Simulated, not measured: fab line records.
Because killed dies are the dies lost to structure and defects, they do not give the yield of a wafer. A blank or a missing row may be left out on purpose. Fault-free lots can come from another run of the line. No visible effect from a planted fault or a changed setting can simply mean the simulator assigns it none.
fab line records    flow nandHarc
record lots=24  wafers=72  lastDay=25
route steps=1159 shown P_GATE@190 P_CONTACT@232
lots with no fault: from the same line, run without faults
startH: hours from the record's first day to the start of the lot's first wafer shown    waitH: hours since the lot's step before    " unchanged from the row above    L1.1+2: several wafers, shown together as one row    - no value present, or no start provided    * or withheld: withheld    < > ~ a bound
route shown NAME@n: names a module that has steps shown in the file, with the first one's number in the route    usual: average and standard deviation across the fault-free wafers    same: alike in all rows    chamber/n: place in a boat    sites: per-site readings    _std_site: standard deviation of those values    _edge_site: inner sites' mean taken away from outer sites' mean    radiusMm: how far each site lies from the wafer's centre    mask NAME#n: copy n    behind: the last tool/chamber to shape the wafer    hold: reason for holding the lot/hours on hold/outcome of the hold    device: names the non-switching transistor (n, p or np)    end of line: the route-end tests of the same wafers    a step without rows: its recipe alone    killed: dies that structure and defects cost at the first sort, which is not the same as the wafer's yield    map: per-die view of a wafer (x killed, . not killed, _ where there is no die)
set.NAME: the setting as run; set.NAME@STEP: as run at that earlier step    model.NAME: the simulator's own value behind a step, which no gauge read
one table for each step of the route and one row for each wafer, over a sample of lots
services: the hour from which a tool's chamber was out of use, counted from the record's first day as startH (under 0 if before that day), plus the number of hours and why
## steps
# step NHARC_P_GATE_STRIP_76
# recipe powerW=1500  tempC=250  chemistry=O2
# usual drypumpMotorCurrentA=5.6/0.33  heaterPowerW=319/28
lot.wafer  tool            chamber  startH  waitH  drypumpMotorCurrentA  heaterPowerW  rfHoursCounterH
L074.1     plasmaAsher-02  0        96.16   0.2    5.2                   321           39
L074.3     "               0        "       "      5.2                   324           -
L074.6     "               1        "       "      5.6                   293           -
L075.2     plasmaAsher-01  0        111.69  0.2    5.3                   351           1
L075.3     "               0        "       "      5.3                   353           -
L075.5     "               1        "       "      6.1                   291           -
L077.4     plasmaAsher-01  0        113.81  0.2    5.4                   352           -
L077.3     "               1        "       "      6.1                   298           -
L077.6     "               0        "       "      5.3                   368           -
L076.2     plasmaAsher-01  0        114.47  0.2    5.3                   354           4
L076.4     "               0        "       "      5.4                   358           -
L076.6     "               1        "       "      6.1                   295           -
L079.2     plasmaAsher-01  1        127.23  0.2    6.1                   295           7
L079.4     "               0        "       "      5.3                   360           -
L079.3     "               1        "       "      6.1                   299           -
L078.2     plasmaAsher-02  0        127.29  0.2    5.3                   326           47
L078.4     "               1        "       "      5.6                   288           -
L078.5     "               1        "       "      5.6                   289           -
L080.2     plasmaAsher-02  0        143.37  0.2    5.3                   323           51
L080.3     "               1        "       "      5.7                   290           -
L080.5     "               0        "       "      5.3                   320           -
L081.1     plasmaAsher-01  0        146.16  0.2    5.3                   356           12
L081.3     "               1        "       "      6.1                   294           -
L081.5     "               1        "       "      6.1                   299           -
L082.1     plasmaAsher-02  0        153.62  0.2    5.3                   324           54
L082.3     "               1        "       "      5.7                   288           -
L082.5     "               1        "       "      5.6                   285           -
L084.3     plasmaAsher-01  1        163.87  0.2    6.1                   291           -
L084.4     "               0        "       "      5.4                   357           -
L084.6     "               0        "       "      5.4                   351           -
L083.1     plasmaAsher-02  1        164.37  0.2    5.7                   286           58
L083.3     "               0        "       "      5.3                   318           -
L083.6     "               1        "       "      5.7                   280           -
L085.2     plasmaAsher-01  1        186.07  0.2    6.2                   295           26
L085.1     "               0        "       "      5.4                   362           26
L085.4     "               1        "       "      6.1                   296           -
L087.2     plasmaAsher-01  1        186.72  0.2    6.1                   293           27
L087.3     "               0        "       "      5.4                   363           -
L087.5     "               1        "       "      6.1                   295           -
L086.1     plasmaAsher-01  0        187.63  0.2    5.4                   351           28
L086.3     "               0        "       "      5.4                   357           -
L086.6     "               1        "       "      6.1                   290           -
L088.2     plasmaAsher-02  0        196.19  0.2    5.3                   343           1
L088.4     "               1        "       "      5.7                   291           -
L088.5     "               0        "       "      5.3                   346           -
L089.1     plasmaAsher-01  0        203.46  0.2    5.4                   358           35
L089.3     "               0        "       "      5.4                   359           -
L089.6     "               1        "       "      6.1                   299           -
L090.2     plasmaAsher-01  0        204.08  0.2    5.3                   359           35
L090.5     "               0        "       "      5.3                   354           -
L090.6     "               1        "       "      6.2                   300           -
L091.1     plasmaAsher-02  1        208.43  0.2    5.7                   290           6
L091.3     "               1        "       "      5.6                   289           -
L091.6     "               1        "       "      5.7                   298           -
L092.1     plasmaAsher-02  0        209.65  0.2    5.3                   355           6
L092.4     "               0        "       "      5.3                   341           -
L092.3     "               1        "       "      5.6                   283           -
L093.1     plasmaAsher-02  0        223.35  0.2    5.2                   338           11
L093.5     "               1        "       "      5.7                   299           -
L093.6     "               0        "       "      5.2                   347           -
L095.1     plasmaAsher-02  0        223.69  0.2    5.3                   342           11
L095.4     "               1        "       "      5.6                   293           -
L095.3     "               0        "       "      5.3                   334           -
L094.2     plasmaAsher-01  0        223.93  0.2    5.4                   360           44
L094.1     "               1        "       "      6.1                   293           44
L094.4     "               0        "       "      5.4                   361           -
L096.2     plasmaAsher-02  1        233.41  0.2    5.6                   289           14
L096.6     "               0        "       "      5.3                   342           -
L096.5     "               1        "       "      5.6                   285           -
L097.2     plasmaAsher-02  1        239.09  0.2    5.6                   296           16
L097.4     "               0        "       "      5.3                   349           -
L097.5     "               1        "       "      5.6                   290           -
# step NHARC_P_CONTACT_CD_MEAS_12
# recipe targetCdNm=90  landingEnergyEv=500
# usual cdNm=90.5/0.73
lot.wafer  tool      chamber  startH  waitH  cdNm
L074.1     cdSem-03  0        101.77  -      89.9
L074.3     "         0        "       "      88.7
L074.6     "         0        "       "      90.0
L075.2     cdSem-03  0        117.42  -      90.2
L075.3     "         0        "       "      89.8
L075.5     "         0        "       "      90.2
L077.3     cdSem-03  0        119.47  -      90.9
L077.4     "         0        "       "      91.4
L077.6     "         0        "       "      90.8
L076.2     cdSem-02  0        119.93  -      90.4
L076.4     "         0        "       "      91.6
L076.6     "         0        "       "      89.5
L079.2     cdSem-01  0        132.71  -      90.5
L079.3     "         0        "       "      90.3
L079.4     "         0        "       "      91.1
L078.2     cdSem-01  0        133.59  -      90.3
L078.4     "         0        "       "      90.5
L078.5     "         0        "       "      90.2
L080.2     cdSem-02  0        149.27  -      90.5
L080.3     "         0        "       "      89.2
L080.5     "         0        "       "      90.5
L081.1     cdSem-03  0        151.70  -      91.7
L081.3     "         0        "       "      91.3
L081.5     "         0        "       "      92.0
L082.1     cdSem-01  0        159.43  -      90.0
L082.3     "         0        "       "      91.7
L082.5     "         0        "       "      89.2
L084.3     cdSem-03  0        169.34  -      91.3
L084.4     "         0        "       "      90.3
L084.6     "         0        "       "      91.3
L083.1     cdSem-01  0        170.19  -      90.6
L083.3     "         0        "       "      90.3
L083.6     "         0        "       "      89.7
L085.1     cdSem-03  0        192.13  -      91.6
L085.2     "         0        "       "      89.7
L085.4     "         0        "       "      91.0
L087.2     cdSem-01  0        193.24  -      90.0
L087.3     "         0        "       "      90.4
L087.5     "         0        "       "      90.2
L086.1     cdSem-01  0        193.98  -      90.3
L086.3     "         0        "       "      90.3
L086.6     "         0        "       "      90.3
L088.2     cdSem-01  0        201.73  -      90.1
L088.4     "         0        "       "      90.5
L088.5     "         0        "       "      90.4
L089.1     cdSem-03  0        209.23  -      91.2
L089.3     "         0        "       "      90.8
L089.6     "         0        "       "      90.8
L090.2     cdSem-01  0        210.10  -      89.5
L090.5     "         0        "       "      90.0
L090.6     "         0        "       "      90.4
L091.1     cdSem-03  0        213.78  -      91.0
L091.3     "         0        "       "      91.5
L091.6     "         0        "       "      90.9
L092.1     cdSem-03  0        215.15  -      90.1
L092.3     "         0        "       "      90.0
L092.4     "         0        "       "      90.7
L093.1     cdSem-01  0        228.90  -      90.7
L093.5     "         0        "       "      90.7
L093.6     "         0        "       "      91.3
L095.1     cdSem-02  0        229.52  -      90.7
L095.3     "         0        "       "      90.0
L095.4     "         0        "       "      91.1
L094.1     cdSem-03  0        230.00  -      90.8
L094.2     "         0        "       "      91.4
L094.4     "         0        "       "      91.8
L096.2     cdSem-02  0        238.88  -      91.7
L096.5     "         0        "       "      90.3
L096.6     "         0        "       "      91.0
L097.2     cdSem-01  0        244.67  -      90.8
L097.4     "         0        "       "      90.6
L097.5     "         0        "       "      90.2
# step NHARC_P_CONTACT_OVL_MEAS_13
# usual overlayXNm=0.0/0.8  overlayYNm=0.2/1.2
lot.wafer  tool        chamber  startH  waitH  overlayXNm  overlayYNm
L074.1     overlay-01  -        101.87  -      0.0         1.8
L074.3     "           -        "       "      0.0         1.8
L074.6     "           -        "       "      0.1         1.6
L075.2     overlay-01  -        117.51  -      0.2         -0.2
L075.3     "           -        "       "      0.4         -0.5
L075.5     "           -        "       "      0.0         -0.7
L077.3     overlay-02  -        119.56  -      0.3         -0.7
L077.4     "           -        "       "      0.2         -0.4
L077.6     "           -        "       "      -0.4        -0.9
L076.2     overlay-01  -        120.02  -      0.0         -0.2
L076.4     "           -        "       "      -0.2        -0.9
L076.6     "           -        "       "      -0.7        -0.5
L079.2     overlay-02  -        132.80  -      -0.2        -1.9
L079.3     "           -        "       "      0.1         -2.3
L079.4     "           -        "       "      0.0         -1.5
L078.2     overlay-01  -        133.67  -      -1.2        1.3
L078.4     "           -        "       "      -1.3        1.4
L078.5     "           -        "       "      -0.4        1.4
L080.2     overlay-01  -        149.35  -      1.0         0.4
L080.3     "           -        "       "      1.3         0.7
L080.5     "           -        "       "      1.1         0.6
L081.1     overlay-01  -        151.78  -      0.2         0.4
L081.3     "           -        "       "      -0.4        1.2
L081.5     "           -        "       "      0.2         1.0
L082.1     overlay-01  -        159.52  -      -0.1        0.2
L082.3     "           -        "       "      -0.4        0.6
L082.5     "           -        "       "      -0.6        0.9
L084.3     overlay-01  -        169.42  -      -0.8        -1.0
L084.4     "           -        "       "      -1.1        -0.8
L084.6     "           -        "       "      -1.0        -1.1
L083.1     overlay-02  -        170.28  -      1.0         2.4
L083.3     "           -        "       "      -0.2        2.5
L083.6     "           -        "       "      0.4         2.6
L085.1     overlay-01  -        192.22  -      -0.1        2.9
L085.2     "           -        "       "      -0.1        2.3
L085.4     "           -        "       "      -0.1        2.6
L087.2     overlay-01  -        193.32  -      -0.7        -0.7
L087.3     "           -        "       "      -0.9        -0.9
L087.5     "           -        "       "      -0.5        -0.9
L086.1     overlay-02  -        194.06  -      -1.0        -1.4
L086.3     "           -        "       "      -0.7        -1.8
L086.6     "           -        "       "      -1.9        -1.6
L088.2     overlay-02  -        201.82  -      -0.1        -0.9
L088.4     "           -        "       "      -0.5        -0.9
L088.5     "           -        "       "      0.0         -1.1
L089.1     overlay-01  -        209.32  -      -1.3        -0.6
L089.3     "           -        "       "      -1.3        -0.5
L089.6     "           -        "       "      -1.4        -0.1
L090.2     overlay-01  -        210.19  -      -1.2        0.3
L090.5     "           -        "       "      -0.5        0.4
L090.6     "           -        "       "      -1.1        0.8
L091.1     overlay-02  -        213.86  -      -0.3        -1.0
L091.3     "           -        "       "      -0.4        -0.8
L091.6     "           -        "       "      -0.6        -0.4
L092.1     overlay-02  -        215.23  -      1.5         -0.3
L092.3     "           -        "       "      1.4         0.3
L092.4     "           -        "       "      1.3         0.5
L093.1     overlay-02  -        229.00  -      0.5         0.2
L093.5     "           -        "       "      0.3         0.2
L093.6     "           -        "       "      0.0         0.4
L095.1     overlay-02  -        229.60  -      0.9         0.4
L095.3     "           -        "       "      1.2         0.7
L095.4     "           -        "       "      1.1         0.5
L094.1     overlay-02  -        230.10  -      -0.4        1.3
L094.2     "           -        "       "      0.2         0.7
L094.4     "           -        "       "      0.3         1.4
L096.2     overlay-01  -        238.98  -      -1.0        1.6
L096.5     "           -        "       "      -0.2        1.9
L096.6     "           -        "       "      -0.4        1.1
L097.2     overlay-01  -        244.76  -      1.5         0.5
L097.4     "           -        "       "      1.0         -0.6
L097.5     "           -        "       "      1.7         -0.5
# step NHARC_P_CONTACT_ETCH_35
# recipe targetDepthA=390  overEtchFrac=0.3  timeS=65  ionEnergyEv=80  cf4FlowSccm=150  arFlowSccm=0  rfW=300  biasW=100  chemistry=CF4
# usual cf4FlowSccm=150.0/0.42  drypumpMotorCurrentA=5.7/0.46  oesProductAu=1.002/0.016  rfVppV=150.8/1.1  showerheadPlenumPTorr=1.74/0.063  throttleValvePct=13.284/0.0097
# same overEtchFrac=0.3
lot.wafer  tool        chamber  startH  waitH  cf4FlowSccm  drypumpMotorCurrentA  oesProductAu  rfHoursCounterH  rfVppV  showerheadPlenumPTorr  throttleValvePct
L074.3     rieDiel-01  2        102.08  0.1    150.2        6.2                   1.017         46               150.2   1.67                   13.282
L074.1     "           3        "       "      150.4        5.6                   0.985         46               150.7   1.85                   13.265
L074.6     "           1        "       "      150.1        5.8                   0.998         -                151.7   1.83                   13.267
L075.3     rieDiel-08  2        117.69  0.1    150.7        5.2                   1.010         15               149.7   1.68                   13.296
L075.2     "           1        "       "      150.0        6.2                   0.995         13               150.2   1.76                   13.274
L075.5     "           3        "       "      149.9        5.4                   0.981         -                150.2   1.71                   13.296
L077.3     rieDiel-08  0        119.74  0.1    149.6        6.4                   1.029         15               150.5   1.85                   13.277
L077.4     "           1        "       "      150.0        6.2                   1.006         14               149.3   1.76                   13.270
L077.6     "           0        "       "      149.6        6.4                   1.030         -                151.8   1.85                   13.262
L076.2     rieDiel-03  3        120.20  0.1    149.7        4.9                   0.976         5                152.0   1.78                   13.279
L076.4     "           2        "       "      149.9        5.8                   1.006         5                151.5   1.70                   13.296
L076.6     "           3        "       "      150.4        4.9                   0.982         -                150.6   1.78                   13.266
L079.2     rieDiel-03  2        132.99  0.1    150.2        5.8                   0.994         7                148.2   1.70                   13.295
L079.3     "           3        "       "      149.7        5.0                   0.971         7                149.5   1.78                   13.288
L079.4     "           0        "       "      149.9        6.2                   1.014         8                149.6   1.72                   13.281
L078.2     rieDiel-03  1        133.94  0.2    150.4        5.7                   1.015         8                150.6   1.67                   13.282
L078.4     "           3        "       "      150.4        4.9                   0.967         8                151.6   1.78                   13.276
L078.5     "           1        "       "      150.7        5.7                   1.029         -                149.7   1.67                   13.278
L080.2     rieDiel-01  2        149.55  0.1    149.6        6.2                   1.009         0                150.2   1.67                   13.285
L080.3     "           3        "       "      149.7        5.6                   0.991         0                150.5   1.85                   13.283
L080.5     "           1        "       "      150.4        5.7                   0.991         -                151.6   1.83                   13.289
L081.1     rieDiel-01  1        151.98  0.1    150.0        5.8                   0.988         0                152.7   1.83                   13.270
L081.3     "           2        "       "      150.3        6.3                   0.982         0                150.1   1.67                   13.296
L081.5     "           3        "       "      149.5        5.7                   0.971         -                152.3   1.85                   13.277
L082.3     rieDiel-03  0        159.70  0.1    150.3        6.1                   1.011         11               150.2   1.72                   13.281
L082.1     "           2        "       "      149.7        5.8                   0.989         9                150.6   1.70                   13.290
L082.5     "           0        "       "      149.6        6.1                   1.007         -                151.5   1.72                   13.282
L084.3     rieDiel-08  3        169.60  0.1    149.5        5.4                   0.988         3                149.2   1.71                   13.283
L084.4     "           0        "       "      149.6        6.4                   1.008         2                152.1   1.85                   13.273
L084.6     "           3        "       "      149.6        5.4                   0.979         -                150.1   1.71                   13.263
L083.3     rieDiel-03  1        170.46  0.1    149.7        5.7                   1.027         11               149.4   1.66                   13.273
L083.1     "           0        "       "      150.4        6.1                   1.014         12               149.7   1.72                   13.298
L083.6     "           2        "       "      150.2        5.8                   1.012         -                149.9   1.70                   13.269
L085.1     rieDiel-03  1        192.40  0.1    150.9        5.7                   1.022         12               148.9   1.66                   13.284
L085.2     "           3        "       "      149.9        4.9                   0.973         12               151.2   1.78                   13.283
L085.4     "           0        "       "      151.0        6.1                   0.995         13               151.1   1.72                   13.284
L087.2     rieDiel-03  1        193.51  0.1    150.6        5.7                   1.028         12               150.2   1.66                   13.291
L087.3     "           3        "       "      150.5        4.9                   0.972         13               150.4   1.78                   13.292
L087.5     "           1        "       "      150.1        5.7                   1.023         -                150.9   1.66                   13.285
L086.3     rieDiel-08  0        194.25  0.1    151.2        6.4                   1.008         4                152.0   1.85                   13.280
L086.1     "           3        "       "      150.0        5.4                   0.982         5                150.0   1.71                   13.298
L086.6     "           0        "       "      150.6        6.4                   1.001         -                152.5   1.85                   13.298
L088.4     rieDiel-08  2        202.01  0.1    150.3        5.2                   1.020         6                150.5   1.68                   13.281
L088.2     "           0        "       "      149.8        6.4                   1.000         5                152.8   1.85                   13.285
L088.5     "           2        "       "      149.5        5.3                   1.008         -                152.6   1.68                   13.287
L089.1     rieDiel-03  2        209.53  0.1    149.6        5.9                   1.015         12               150.7   1.70                   13.280
L089.3     "           0        "       "      150.5        6.2                   1.009         14               151.1   1.72                   13.287
L089.6     "           1        "       "      150.8        5.7                   1.016         -                149.9   1.66                   13.300
L090.2     rieDiel-08  2        210.38  0.1    150.2        5.2                   1.019         7                150.2   1.68                   13.265
L090.5     "           1        "       "      150.4        6.2                   0.994         -                151.7   1.75                   13.292
L090.6     "           2        "       "      150.3        5.2                   1.012         -                150.1   1.68                   13.274
L091.1     rieDiel-03  0        214.06  0.1    149.2        6.2                   1.008         14               151.2   1.72                   13.291
L091.3     "           1        "       "      149.6        5.7                   1.024         13               151.0   1.66                   13.275
L091.6     "           3        "       "      149.8        4.9                   0.973         -                151.3   1.78                   13.288
L092.1     rieDiel-08  0        215.42  0.1    150.1        6.4                   0.994         7                152.0   1.85                   13.281
L092.3     "           1        "       "      150.5        6.2                   1.001         7                152.3   1.76                   13.286
L092.4     "           3        "       "      150.3        5.4                   0.993         7                149.0   1.71                   13.280
L093.1     rieDiel-03  1        229.20  0.1    150.4        5.7                   1.010         1                148.9   1.66                   13.280
L093.6     "           2        "       "      149.3        5.9                   1.012         -                149.6   1.70                   13.291
L093.5     "           3        "       "      149.9        4.9                   0.965         -                151.1   1.78                   13.295
L095.1     rieDiel-08  0        229.81  0.1    149.6        6.4                   0.988         9                153.1   1.85                   13.292
L095.3     "           1        "       "      150.2        6.2                   1.003         10               152.1   1.75                   13.284
L095.4     "           1        "       "      149.7        6.2                   1.004         -                150.7   1.75                   13.282
L094.4     rieDiel-03  3        230.29  0.1    149.6        4.9                   0.986         1                151.8   1.78                   13.276
L094.1     "           1        "       "      150.5        5.7                   1.023         1                149.1   1.66                   13.271
L094.2     "           2        "       "      148.9        5.8                   1.012         1                151.5   1.70                   13.286
L096.2     rieDiel-03  1        239.18  0.1    149.8        5.7                   1.029         2                150.8   1.66                   13.265
L096.6     "           2        "       "      149.8        5.8                   1.014         -                150.2   1.70                   13.267
L096.5     "           3        "       "      150.5        4.9                   0.979         -                151.3   1.78                   13.267
L097.2     rieDiel-03  1        244.95  0.1    150.2        5.7                   1.019         3                149.6   1.66                   13.279
L097.4     "           0        "       "      149.7        6.1                   0.995         3                150.2   1.72                   13.290
L097.5     "           2        "       "      149.4        5.9                   0.995         -                150.6   1.69                   13.293
# step NHARC_P_CONTACT_ALD_22
# recipe targetThkA=30  pulseTimeS=1  aldCycles=150  tempC=450  material=TiN
# usual heaterPowerW=1110/99  precursorPulseHeightRel=1.002/0.023
lot.wafer  tool         chamber  startH  waitH  heaterPowerW  precursorPulseHeightRel
L074.3     aldMetal-03  0        105.85  -      1069          1.043
L074.1     "            3        "       "      1059          1.023
L074.6     "            3        "       "      1042          1.035
L075.2     aldMetal-03  0        119.46  -      1056          0.977
L075.3     "            2        "       "      1062          1.020
L075.5     "            3        "       "      1052          0.975
L077.4     aldMetal-02  2        121.48  -      1105          1.024
L077.3     "            0        "       "      1010          0.981
L077.6     "            3        "       "      1385          1.039
L076.4     aldMetal-03  3        122.33  -      1080          0.998
L076.2     "            0        "       "      1058          0.996
L076.6     "            0        "       "      1042          1.019
L079.4     aldMetal-01  3        134.74  -      1073          1.016
L079.2     "            0        "       "      1174          1.034
L079.3     "            1        "       "      1109          0.990
L078.4     aldMetal-02  0        135.96  -      1010          0.999
L078.2     "            1        "       "      1144          0.998
L078.5     "            0        "       "      991           0.996
L080.3     aldMetal-01  0        151.32  -      1138          0.974
L080.2     "            1        "       "      1095          1.012
L080.5     "            2        "       "      1202          1.012
L081.3     aldMetal-02  0        153.73  -      978           0.990
L081.1     "            1        "       "      1142          1.016
L081.5     "            0        "       "      1006          0.985
L082.1     aldMetal-03  3        161.44  -      986           0.978
L082.3     "            2        "       "      1012          1.023
L082.5     "            0        "       "      1051          1.003
L084.3     aldMetal-01  1        171.36  -      1060          1.003
L084.4     "            3        "       "      1107          1.027
L084.6     "            0        "       "      1130          1.053
L083.3     aldMetal-02  0        172.22  -      1001          1.024
L083.1     "            1        "       "      1116          0.986
L083.6     "            3        "       "      1361          0.995
L085.4     aldMetal-01  2        194.15  -      1206          1.017
L085.2     "            3        "       "      1069          0.971
L085.1     "            1        "       "      1117          0.951
L087.2     aldMetal-01  3        195.70  -      1060          1.070
L087.3     "            0        "       "      1130          1.005
L087.5     "            2        "       "      1191          1.014
L086.1     aldMetal-03  2        196.04  -      1042          0.988
L086.3     "            0        "       "      1040          1.024
L086.6     "            2        "       "      1014          1.006
L088.2     aldMetal-03  0        203.75  -      1057          1.000
L088.4     "            3        "       "      1040          1.029
L088.5     "            1        "       "      1106          1.047
L089.1     aldMetal-03  2        211.28  -      1018          0.994
L089.3     "            3        "       "      996           1.014
L089.6     "            2        "       "      1056          1.048
L090.2     aldMetal-02  1        212.16  -      1231          1.017
L090.6     "            3        "       "      1347          0.979
L090.5     "            0        "       "      986           0.987
L091.1     aldMetal-02  3        216.50  -      1364          0.940
L091.3     "            2        "       "      1145          1.022
L091.6     "            3        "       "      1339          1.017
L092.4     aldMetal-03  2        217.19  -      1026          0.993
L092.3     "            3        "       "      1007          0.986
L092.1     "            0        "       "      1033          1.008
L093.1     aldMetal-03  3        230.93  -      1044          0.980
L093.5     "            3        "       "      1026          0.988
L093.6     "            0        "       "      1062          0.992
L095.1     aldMetal-02  0        231.71  -      1002          0.973
L095.3     "            2        "       "      1138          1.008
L095.4     "            3        "       "      1340          0.954
L094.2     aldMetal-01  3        232.06  -      1093          1.025
L094.1     "            1        "       "      1107          0.980
L094.4     "            2        "       "      1160          1.019
L096.2     aldMetal-03  3        240.94  -      1005          0.995
L096.6     "            1        "       "      1105          1.023
L096.5     "            2        "       "      1005          1.040
L097.2     aldMetal-02  0        246.73  -      1014          0.966
L097.4     "            2        "       "      1176          1.016
L097.5     "            0        "       "      1029          0.991
# step NHARC_P_CONTACT_CVD_23
# recipe targetThkA=2000  tempC=300  pressureTorr=40  wf6FlowSccm=40  h2FlowSccm=1600  arFlowSccm=1560  timeS=557  material=W
# usual heaterPowerW=501/49  throttleValvePct=7.80/0.2
lot.wafer  tool     chamber  startH  waitH  heaterPowerW  throttleValvePct
L074.1     cvdW-02  0        -       -      542           8.14
L074.3     "        1        "       "      451           7.68
L074.6     "        1        "       "      446           8.06
L075.2     cvdW-02  0        -       -      545           8.31
L075.3     "        0        "       "      552           8.33
L075.5     "        1        "       "      443           7.90
L077.3     cvdW-01  1        -       -      460           7.69
L077.4     "        0        "       "      540           7.49
L077.6     "        0        "       "      561           7.58
L076.2     cvdW-01  0        -       -      558           7.61
L076.4     "        0        "       "      557           7.61
L076.6     "        1        "       "      447           7.69
L079.2     cvdW-02  1        -       -      444           7.89
L079.4     "        0        "       "      558           7.91
L079.3     "        1        "       "      453           8.07
L078.2     cvdW-01  0        -       -      544           7.75
L078.4     "        0        "       "      548           7.56
L078.5     "        1        "       "      457           7.82
L080.2     cvdW-01  0        -       -      557           7.54
L080.3     "        1        "       "      451           7.91
L080.5     "        1        "       "      456           7.82
L081.1     cvdW-01  1        -       -      466           7.90
L081.3     "        1        "       "      439           8.15
L081.5     "        1        "       "      455           7.89
L082.1     cvdW-01  1        -       -      450           7.90
L082.3     "        0        "       "      547           7.53
L082.5     "        0        "       "      553           7.71
L084.3     cvdW-02  1        -       -      457           8.07
L084.4     "        0        "       "      537           8.16
L084.6     "        1        "       "      451           7.89
L083.1     cvdW-02  0        -       -      540           8.03
L083.3     "        1        "       "      468           7.93
L083.6     "        0        "       "      544           8.19
L085.1     cvdW-01  1        -       -      444           7.61
L085.2     "        0        "       "      556           7.64
L085.4     "        1        "       "      443           7.66
L087.2     cvdW-01  0        -       -      558           8.01
L087.3     "        1        "       "      457           8.01
L087.5     "        0        "       "      552           7.65
L086.1     cvdW-01  1        -       -      456           7.82
L086.3     "        1        "       "      471           7.75
L086.6     "        0        "       "      561           7.62
L088.2     cvdW-01  1        -       -      448           7.74
L088.4     "        1        "       "      456           7.66
L088.5     "        0        "       "      565           7.65
L089.1     cvdW-02  1        -       -      446           7.83
L089.3     "        1        "       "      455           7.80
L089.6     "        0        "       "      546           7.74
L090.2     cvdW-02  1        -       -      463           7.76
L090.5     "        1        "       "      455           7.82
L090.6     "        0        "       "      542           7.77
L091.1     cvdW-02  1        -       -      459           7.96
L091.3     "        1        "       "      440           7.65
L091.6     "        1        "       "      448           7.65
L092.1     cvdW-01  0        -       -      548           7.63
L092.3     "        0        "       "      556           7.52
L092.4     "        1        "       "      445           7.95
L093.1     cvdW-02  1        -       -      454           7.81
L093.6     "        1        "       "      469           7.83
L093.5     "        0        "       "      527           7.38
L095.1     cvdW-02  0        -       -      545           7.73
L095.4     "        1        "       "      465           8.07
L095.3     "        0        "       "      555           7.98
L094.2     cvdW-01  0        -       -      541           7.50
L094.1     "        1        "       "      444           7.73
L094.4     "        1        "       "      459           7.61
L096.2     cvdW-01  1        -       -      452           7.83
L096.5     "        0        "       "      559           7.66
L096.6     "        1        "       "      462           7.58
L097.2     cvdW-01  0        -       -      562           7.73
L097.4     "        0        "       "      567           7.97
L097.5     "        0        "       "      566           7.59
## services
tool            chamber  startH  hours  kind
cvdW-01         0        76.08   2.0    repair
aldMetal-03     1        87.24   27.8   repair
plasmaAsher-01  -        99.00   9.0    pm
rieDiel-01      0        101.68  17.1   repair
aldMetal-01     -        102.00  10.0   pm
rieDiel-01      2        104.68  2.7    repair
rieDiel-08      -        113.80  0.1    repair
cvdW-01         -        114.38  13.0   pm
rieDiel-08      -        132.27  9.0    pm
cvdW-01         -        133.80  0.9    repair
rieDiel-01      -        137.80  9.0    pm
aldMetal-03     -        144.00  10.0   pm
rieDiel-08      3        147.94  5.7    repair
rieDiel-08      0        159.76  6.1    repair
plasmaAsher-02  -        183.40  9.0    pm
aldMetal-02     -        186.00  10.0   pm
rieDiel-03      2        190.01  1.2    repair
cvdW-02         -        198.97  13.0   pm
cvdW-01         -        211.14  1.1    repair
rieDiel-03      -        215.30  9.0    pm
rieDiel-01      -        217.76  0.4    repair
rieDiel-08      2        227.30  23.1   repair
cvdW-01         1        233.78  7.1    repair
rieDiel-01      1        242.19  13.4   repair
## key
fault none
